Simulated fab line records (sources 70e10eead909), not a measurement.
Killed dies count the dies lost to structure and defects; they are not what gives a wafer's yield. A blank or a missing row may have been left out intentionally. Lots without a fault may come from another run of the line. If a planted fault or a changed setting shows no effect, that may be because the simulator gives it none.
Chamber matching + flow nand-harc + rie-diel-10 running NHARC_A_CHANNEL_FILL_D1_ETCHBACK_20: 4 sister chambers
The step etches the open film in C4F8/O2/Ar, target depth 27 nm, time 13.5 s. 20 wafers are shown with their chamber, then 10 later ones without.

== WAFERS PAIRED WITH THEIR CHAMBERS ==
| wafer  | chamber | rf-vpp-V (V) | oes-product-au (a.u.) |
|--------|---------|--------------|-----------------------|
| L079.1 | 2       | 977          | 1.00                  |
| L079.5 | 0       | 974          | 1.00                  |
| L079.6 | 3       | 985          | 0.99                  |
| L080.3 | 2       | 977          | 0.97                  |
| L080.4 | 0       | 974          | 0.96                  |
| L080.6 | 1       | 988          | 0.97                  |
| L086.3 | 0       | 973          | 0.99                  |
| L086.4 | 3       | 985          | 0.98                  |
| L086.6 | 1       | 986          | 1.02                  |
| L088.1 | 0       | 973          | 0.99                  |
| L088.3 | 3       | 985          | 1.00                  |
| L088.4 | 1       | 988          | 1.02                  |
| L089.1 | 1       | 986          | 0.95                  |
| L089.3 | 3       | 985          | 0.92                  |
| L089.4 | 0       | 973          | 0.93                  |
| L090.1 | 3       | 984          | 0.93                  |
| L090.3 | 0       | 973          | 0.93                  |
| L090.4 | 2       | 977          | 0.94                  |
| L093.1 | 1       | 985          | 0.94                  |
| L093.4 | 2       | 976          | 0.93                  |

SIGNATURES (means of the wafers above)
| reading        | chamber 0 | chamber 1 | chamber 2 | chamber 3 | scatter within a chamber |
|----------------|-----------|-----------|-----------|-----------|--------------------------|
| rf-vpp-V       | 973.33    | 986.60    | 976.75    | 984.80    | 0.794                    |
| oes-product-au | 0.9667    | 0.9800    | 0.9600    | 0.9640    | 0.0345                   |
Rule: for each reading, subtract the chamber's mean from the wafer's reading, divide by that reading's scatter and square the result; add these up over the readings and take the root, which gives the wafer's distance from the chamber. The wafer belongs to the nearest chamber; if the next one is less than 2 further off, it can't be placed. The scatter is the square root of a quotient: the sum, over the shown wafers, of each reading's squared deviation from its chamber's mean, divided by wafers minus chambers.

== WAFERS MISSING THEIR CHAMBER ==
| wafer  | rf-vpp-V (V) | oes-product-au (a.u.) |
|--------|--------------|-----------------------|
| L093.6 | 977          | 0.93                  |
| L092.1 | 973          | 0.93                  |
| L092.2 | 977          | 0.93                  |
| L092.5 | 977          | 0.92                  |
| L094.1 | 977          | 0.93                  |
| L094.2 | 973          | 0.92                  |
| L094.5 | 987          | 0.94                  |
| L095.1 | 987          | 1.02                  |
| L095.4 | 984          | 1.01                  |
| L095.5 | 972          | 1.00                  |

== CHAMBER TAKEN BY EACH ==
| wafer  | from the rows above     | in truth |
|--------|-------------------------|----------|
| L093.6 | 2                       | 2        |
| L092.1 | 0                       | 0        |
| L092.2 | 2                       | 2        |
| L092.5 | 2                       | 2        |
| L094.1 | 2                       | 2        |
| L094.2 | 0                       | 0        |
| L094.5 | can't be placed: 1 or 3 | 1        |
| L095.1 | can't be placed: 1 or 3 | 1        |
| L095.4 | can't be placed: 3 or 1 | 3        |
| L095.5 | 0                       | 0        |
Placed correctly: 7 of 10. Cannot be placed on the basis of these rows: 3; the candidates contain the true chamber in 3. 0 placed wrongly.
